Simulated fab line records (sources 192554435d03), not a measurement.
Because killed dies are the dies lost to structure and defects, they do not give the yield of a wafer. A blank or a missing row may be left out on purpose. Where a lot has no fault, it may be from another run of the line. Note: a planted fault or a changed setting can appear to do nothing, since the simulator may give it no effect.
Which of the tools did it? / flow n5Finfet / 27 wafers from 10 lots sampled at 7 of the route's 1938 steps

WHAT THE GAUGES READ, wafer by wafer
N5_BEOL_M2_THK_MEAS_53: measures by xrf.
lot=L715; measured=day 7 00:19; on=filmMetro-01; M2_THK (nm)=36.8 39.1 41.7
lot=L719; measured=day 8 04:22; on=filmMetro-01; M2_THK (nm)=39.8 40.2 38.5
lot=L723; measured=day 9 02:56; on=filmMetro-01; M2_THK (nm)=39.9 142.6
lot=L726; measured=day 9 15:28; on=filmMetro-02; M2_THK (nm)=147.1 40.0
lot=L730; measured=day 10 23:17; on=filmMetro-02; M2_THK (nm)=37.2 161.1
lot=L733; measured=day 11 14:53; on=filmMetro-02; M2_THK (nm)=40.6 38.3 38.2
lot=L735; measured=day 12 10:22; on=filmMetro-01; M2_THK (nm)=41.8 41.1 38.7
lot=L734; measured=day 12 17:16; on=filmMetro-02; M2_THK (nm)=40.7 40.3 39.9
lot=L737; measured=day 13 03:23; on=filmMetro-02; M2_THK (nm)=39.8 40.2 39.5
lot=L738; measured=day 13 13:28; on=filmMetro-02; M2_THK (nm)=38.4 38.1 39.2

N5_BEOL_M2_INSPECT_59: inspects for defects (darkfield).
lot=L715; measured=day 7 00:37; on=defectInspect-02; rawDefectCount=93 99 105
lot=L719; measured=day 8 04:39; on=defectInspect-01; rawDefectCount=94 52 81
lot=L723; measured=day 9 03:13; on=defectInspect-01; rawDefectCount=58 6006
lot=L726; measured=day 9 15:45; on=defectInspect-01; rawDefectCount=5775 60
lot=L730; measured=day 10 23:34; on=defectInspect-02; rawDefectCount=72 5818
lot=L733; measured=day 11 15:10; on=defectInspect-01; rawDefectCount=36 53 40
lot=L735; measured=day 12 10:41; on=defectInspect-02; rawDefectCount=141 79 64
lot=L734; measured=day 12 17:34; on=defectInspect-02; rawDefectCount=80 90 63
lot=L737; measured=day 13 03:40; on=defectInspect-02; rawDefectCount=50 52 49
lot=L738; measured=day 13 13:46; on=defectInspect-01; rawDefectCount=60 70 60

N5_BEOL_M4_RC_MEAS_101.
lot=L715; measured=day 8 04:59; on=prober-02; DIBL_N (mV/V)=36.6 37.2 34.5; DIBL_P (mV/V)=37.3 38.7 35.6; IOFF_N (nA/um)=0.13 0.17 0.12; IOFF_P (nA/um)=0.17 0.19 0.15; ION_N (uA/um)=652 679 660; ION_P (uA/um)=446 456 444; SS_N (mV/dec)=71.1 72.3 70.7; SS_P (mV/dec)=72.5 74.0 72.3; VT_N (mV)=254 247 255; VT_P (mV)=-257 -251 -256
lot=L719; measured=day 9 05:44; on=prober-01; DIBL_N (mV/V)=38.3 35.9 36.2; DIBL_P (mV/V)=35.2 32.5 33.4; IOFF_N (nA/um)=0.17 0.13 0.13; IOFF_P (nA/um)=0.21 0.18 0.19; ION_N (uA/um)=679 662 671; ION_P (uA/um)=465 458 460; SS_N (mV/dec)=71.6 71.3 71.5; SS_P (mV/dec)=73.2 71.8 72.3; VT_N (mV)=248 248 251; VT_P (mV)=-249 -251 -250
lot=L723; measured=day 10 04:14; on=prober-01; DIBL_N (mV/V)=37.7; DIBL_P (mV/V)=38.2; IOFF_N (nA/um)=0.22; IOFF_P (nA/um)=0.30; ION_N (uA/um)=675; ION_P (uA/um)=464; SS_N (mV/dec)=71.6; SS_P (mV/dec)=74.1; VT_N (mV)=245; VT_P (mV)=-245
lot=L726; measured=day 10 22:31; on=prober-01; DIBL_N (mV/V)=36.0; DIBL_P (mV/V)=36.4; IOFF_N (nA/um)=0.15; IOFF_P (nA/um)=0.24; ION_N (uA/um)=677; ION_P (uA/um)=471; SS_N (mV/dec)=71.7; SS_P (mV/dec)=73.5; VT_N (mV)=250; VT_P (mV)=-247
lot=L730; measured=day 12 06:14; on=prober-02; DIBL_N (mV/V)=35.3; DIBL_P (mV/V)=35.2; IOFF_N (nA/um)=0.15; IOFF_P (nA/um)=0.20; ION_N (uA/um)=676; ION_P (uA/um)=465; SS_N (mV/dec)=71.4; SS_P (mV/dec)=73.8; VT_N (mV)=248; VT_P (mV)=-251
lot=L733; measured=day 12 22:08; on=prober-02; DIBL_N (mV/V)=34.9 32.7 37.0; DIBL_P (mV/V)=35.6 32.1 37.2; IOFF_N (nA/um)=0.14 0.12 0.19; IOFF_P (nA/um)=0.23 0.18 0.27; ION_N (uA/um)=668 677 681; ION_P (uA/um)=463 467 472; SS_N (mV/dec)=71.3 70.6 71.7; SS_P (mV/dec)=73.1 72.5 73.3; VT_N (mV)=253 251 245; VT_P (mV)=-246 -248 -244
lot=L735; measured=day 13 17:14; on=prober-02; DIBL_N (mV/V)=40.5 37.6 38.3; DIBL_P (mV/V)=38.1 34.2 34.9; IOFF_N (nA/um)=0.21 0.15 0.16; IOFF_P (nA/um)=0.27 0.20 0.20; ION_N (uA/um)=666 660 653; ION_P (uA/um)=462 462 457; SS_N (mV/dec)=71.8 71.4 71.7; SS_P (mV/dec)=73.7 72.6 72.8; VT_N (mV)=246 250 251; VT_P (mV)=-247 -250 -250
lot=L734; measured=day 14 05:20; on=prober-02; DIBL_N (mV/V)=35.7 35.1 36.1; DIBL_P (mV/V)=34.4 34.1 35.5; IOFF_N (nA/um)=0.15 0.15 0.16; IOFF_P (nA/um)=0.18 0.17 0.19; ION_N (uA/um)=675 665 679; ION_P (uA/um)=458 449 455; SS_N (mV/dec)=71.3 71.9 71.9; SS_P (mV/dec)=73.4 73.3 73.0; VT_N (mV)=250 252 249; VT_P (mV)=-255 -251 -251
lot=L737; measured=day 14 11:01; on=prober-02; DIBL_N (mV/V)=33.9 35.4 34.7; DIBL_P (mV/V)=34.4 37.0 36.1; IOFF_N (nA/um)=0.12 0.14 0.13; IOFF_P (nA/um)=0.17 0.20 0.19; ION_N (uA/um)=661 679 669; ION_P (uA/um)=464 466 466; SS_N (mV/dec)=70.6 70.3 70.5; SS_P (mV/dec)=71.7 72.9 72.2; VT_N (mV)=254 253 254; VT_P (mV)=-253 -249 -252
lot=L738; measured=day 15 03:51; on=prober-02; DIBL_N (mV/V)=38.7 36.5 34.7; DIBL_P (mV/V)=39.5 37.2 35.7; IOFF_N (nA/um)=0.20 0.16 0.13; IOFF_P (nA/um)=0.25 0.22 0.20; ION_N (uA/um)=694 679 661; ION_P (uA/um)=469 470 465; SS_N (mV/dec)=72.4 72.2 71.4; SS_P (mV/dec)=73.6 73.4 72.2; VT_N (mV)=244 250 252; VT_P (mV)=-246 -247 -252

EACH LOT AND THE TOOL THAT RAN IT (in order: tool; ch and the chambers of the sampled wafers; start)
lot=L715; N5_BEOL_M2_SPUTTER_86=pvdSputter-01, day 6 22:26; N5_BEOL_M2_ANNEAL_87=pvdSputter-01, day 6 22:31; N5_BEOL_M2_SPUTTER_94=pvdSputter-01, day 6 23:19; N5_BEOL_M2_CMP_52=cmp-02 ch 1,2,3, day 7 00:02
lot=L719; N5_BEOL_M2_SPUTTER_86=pvdSputter-03, day 8 02:28; N5_BEOL_M2_ANNEAL_87=pvdSputter-03, day 8 02:32; N5_BEOL_M2_SPUTTER_94=pvdSputter-03, day 8 03:20; N5_BEOL_M2_CMP_52=cmp-02 ch 0,1,2, day 8 04:11
lot=L723; N5_BEOL_M2_SPUTTER_86=pvdSputter-02, day 9 01:02; N5_BEOL_M2_ANNEAL_87=pvdSputter-02, day 9 01:07; N5_BEOL_M2_SPUTTER_94=pvdSputter-02, day 9 01:55; N5_BEOL_M2_CMP_52=cmp-02 ch 2,3, day 9 02:40
lot=L726; N5_BEOL_M2_SPUTTER_86=pvdSputter-01, day 9 13:19; N5_BEOL_M2_ANNEAL_87=pvdSputter-01, day 9 13:23; N5_BEOL_M2_SPUTTER_94=pvdSputter-01, day 9 14:11; N5_BEOL_M2_CMP_52=cmp-02 ch 0, day 9 15:10
lot=L730; N5_BEOL_M2_SPUTTER_86=pvdSputter-03, day 10 21:24; N5_BEOL_M2_ANNEAL_87=pvdSputter-03, day 10 21:29; N5_BEOL_M2_SPUTTER_94=pvdSputter-03, day 10 22:17; N5_BEOL_M2_CMP_52=cmp-02 ch 2,3, day 10 23:04
lot=L733; N5_BEOL_M2_SPUTTER_86=pvdSputter-01, day 11 13:00; N5_BEOL_M2_ANNEAL_87=pvdSputter-01, day 11 13:05; N5_BEOL_M2_SPUTTER_94=pvdSputter-01, day 11 13:53; N5_BEOL_M2_CMP_52=cmp-04 ch 0,1,3, day 11 14:35
lot=L735; N5_BEOL_M2_SPUTTER_86=pvdSputter-02, day 12 08:28; N5_BEOL_M2_ANNEAL_87=pvdSputter-02, day 12 08:33; N5_BEOL_M2_SPUTTER_94=pvdSputter-02, day 12 09:21; N5_BEOL_M2_CMP_52=cmp-03 ch 0,1,3, day 12 10:07
lot=L734; N5_BEOL_M2_SPUTTER_86=pvdSputter-03, day 12 15:23; N5_BEOL_M2_ANNEAL_87=pvdSputter-03, day 12 15:28; N5_BEOL_M2_SPUTTER_94=pvdSputter-03, day 12 16:16; N5_BEOL_M2_CMP_52=cmp-04 ch 1,2, day 12 16:58
lot=L737; N5_BEOL_M2_SPUTTER_86=pvdSputter-01, day 13 00:37; N5_BEOL_M2_ANNEAL_87=pvdSputter-01, day 13 00:42; N5_BEOL_M2_SPUTTER_94=pvdSputter-01, day 13 01:30; N5_BEOL_M2_CMP_52=cmp-04 ch 0,3, day 13 03:07
lot=L738; N5_BEOL_M2_SPUTTER_86=pvdSputter-01, day 13 11:35; N5_BEOL_M2_ANNEAL_87=pvdSputter-01, day 13 11:40; N5_BEOL_M2_SPUTTER_94=pvdSputter-01, day 13 12:28; N5_BEOL_M2_CMP_52=cmp-02 ch 1,2, day 13 13:13
- N5_BEOL_M2_SPUTTER_86: material Cu, target thk 4.5 nm, time 8.29 s.
- N5_BEOL_M2_ANNEAL_87: time 240 s.
- N5_BEOL_M2_SPUTTER_94: material Cu, target thk 4.5 nm, time 8.29 s.
- N5_BEOL_M2_CMP_52: polishes, stops on SiOC, t overpolish 6.8 s, target thk 40 nm.

WHAT THE TOOLS THEMSELVES READ (means of the sampled wafers that have a number; where no wafer has one, the mark that the record gives instead)
N5_BEOL_M2_SPUTTER_86.
lot=L715; tool=pvdSputter-01; throttleValvePct (%)=30.6
lot=L719; tool=pvdSputter-03; throttleValvePct (%)=29.6
lot=L723; tool=pvdSputter-02; throttleValvePct (%)=28.9
lot=L726; tool=pvdSputter-01; throttleValvePct (%)=31.2
lot=L730; tool=pvdSputter-03; throttleValvePct (%)=30.6
lot=L733; tool=pvdSputter-01; throttleValvePct (%)=31.0
lot=L735; tool=pvdSputter-02; throttleValvePct (%)=29.2
lot=L734; tool=pvdSputter-03; throttleValvePct (%)=30.9
lot=L737; tool=pvdSputter-01; throttleValvePct (%)=31.1
lot=L738; tool=pvdSputter-01; throttleValvePct (%)=30.6

N5_BEOL_M2_ANNEAL_87.
lot=L715; tool=pvdSputter-01; heaterPowerW (W)=775
lot=L719; tool=pvdSputter-03; heaterPowerW (W)=775
lot=L723; tool=pvdSputter-02; heaterPowerW (W)=844
lot=L726; tool=pvdSputter-01; heaterPowerW (W)=872
lot=L730; tool=pvdSputter-03; heaterPowerW (W)=710
lot=L733; tool=pvdSputter-01; heaterPowerW (W)=834
lot=L735; tool=pvdSputter-02; heaterPowerW (W)=795
lot=L734; tool=pvdSputter-03; heaterPowerW (W)=774
lot=L737; tool=pvdSputter-01; heaterPowerW (W)=836
lot=L738; tool=pvdSputter-01; heaterPowerW (W)=711

N5_BEOL_M2_SPUTTER_94.
lot=L715; tool=pvdSputter-01; throttleValvePct (%)=30.5
lot=L719; tool=pvdSputter-03; throttleValvePct (%)=29.5
lot=L723; tool=pvdSputter-02; throttleValvePct (%)=29.2
lot=L726; tool=pvdSputter-01; throttleValvePct (%)=31.2
lot=L730; tool=pvdSputter-03; throttleValvePct (%)=30.6
lot=L733; tool=pvdSputter-01; throttleValvePct (%)=31.2
lot=L735; tool=pvdSputter-02; throttleValvePct (%)=29.2
lot=L734; tool=pvdSputter-03; throttleValvePct (%)=30.8
lot=L737; tool=pvdSputter-01; throttleValvePct (%)=31.1
lot=L738; tool=pvdSputter-01; throttleValvePct (%)=30.5

N5_BEOL_M2_CMP_52.
lot=L715; tool=cmp-02; barrierFieldEndpointS (s)=23.9; motorCurrentA (A)=5.7; overpolishRunS (s)=6.802; slurryFlowMlMin=150.0; timeToEndpointS (s)=58
lot=L719; tool=cmp-02; barrierFieldEndpointS (s)=24.6; motorCurrentA (A)=6.1; overpolishRunS (s)=6.798; slurryFlowMlMin=149.8; timeToEndpointS (s)=61
lot=L723; tool=cmp-02; barrierFieldEndpointS (s)=33.2; motorCurrentA (A)=6.0; overpolishRunS (s)=3.406; slurryFlowMlMin=150.0; timeToEndpointS (s)=72
lot=L726; tool=cmp-02; barrierFieldEndpointS (s)=32.8; motorCurrentA (A)=5.7; overpolishRunS (s)=3.419; slurryFlowMlMin=149.7; timeToEndpointS (s)=70
lot=L730; tool=cmp-02; barrierFieldEndpointS (s)=32.7; motorCurrentA (A)=5.9; overpolishRunS (s)=3.422; slurryFlowMlMin=149.9; timeToEndpointS (s)=72
lot=L733; tool=cmp-04; barrierFieldEndpointS (s)=24.9; motorCurrentA (A)=6.2; overpolishRunS (s)=6.800; slurryFlowMlMin=149.7; timeToEndpointS (s)=66
lot=L735; tool=cmp-03; barrierFieldEndpointS (s)=24.7; motorCurrentA (A)=5.7; overpolishRunS (s)=6.794; slurryFlowMlMin=149.7; timeToEndpointS (s)=64
lot=L734; tool=cmp-04; barrierFieldEndpointS (s)=24.5; motorCurrentA (A)=5.3; overpolishRunS (s)=6.808; slurryFlowMlMin=150.0; timeToEndpointS (s)=57
lot=L737; tool=cmp-04; barrierFieldEndpointS (s)=24.1; motorCurrentA (A)=6.4; overpolishRunS (s)=6.803; slurryFlowMlMin=149.9; timeToEndpointS (s)=60
lot=L738; tool=cmp-02; barrierFieldEndpointS (s)=24.4; motorCurrentA (A)=6.3; overpolishRunS (s)=6.800; slurryFlowMlMin=150.2; timeToEndpointS (s)=57

THE ANSWER, worked out from the rows above alone
Rule: what is usual is taken from the lots themselves. Put in order of their means at a reading, lots are off if they are a third of the lots or fewer, leave a main group of 4 or more, and stand apart from it by a gap of 3 or more times the standard deviation of the main group's means; of several such gaps the widest counts. The tables above print the reading to a certain number of digits; a main group whose means all agree to those digits is not used. A lot without any number at a reading at which 4 lots or more have one is off too. Any other lot the step has rows for is counted as sound. The gauges are gone through in route order, then the tools' own readings, and for those a lot's mean is taken as printed above. At the first step where some lot is off, the reading lying furthest off is the one used; lots without a number count as furthest.
Off: at N5_BEOL_M2_THK_MEAS_53 (M2_THK), L723, L726, L730. The main group has a mean of 39.6 nm with a standard deviation of 0.65.
If a tool, at a process step before that reading, ran all the lots that are off and no sound lot after the first of them, it fits. The gauges at N5_BEOL_M2_THK_MEAS_53 aren't tried: what is off there is off at N5_BEOL_M2_INSPECT_59 too, on other tools, and a gauge's error can't cause that. No candidate that was tried fits.

WHAT THE SIMULATOR PUT IN
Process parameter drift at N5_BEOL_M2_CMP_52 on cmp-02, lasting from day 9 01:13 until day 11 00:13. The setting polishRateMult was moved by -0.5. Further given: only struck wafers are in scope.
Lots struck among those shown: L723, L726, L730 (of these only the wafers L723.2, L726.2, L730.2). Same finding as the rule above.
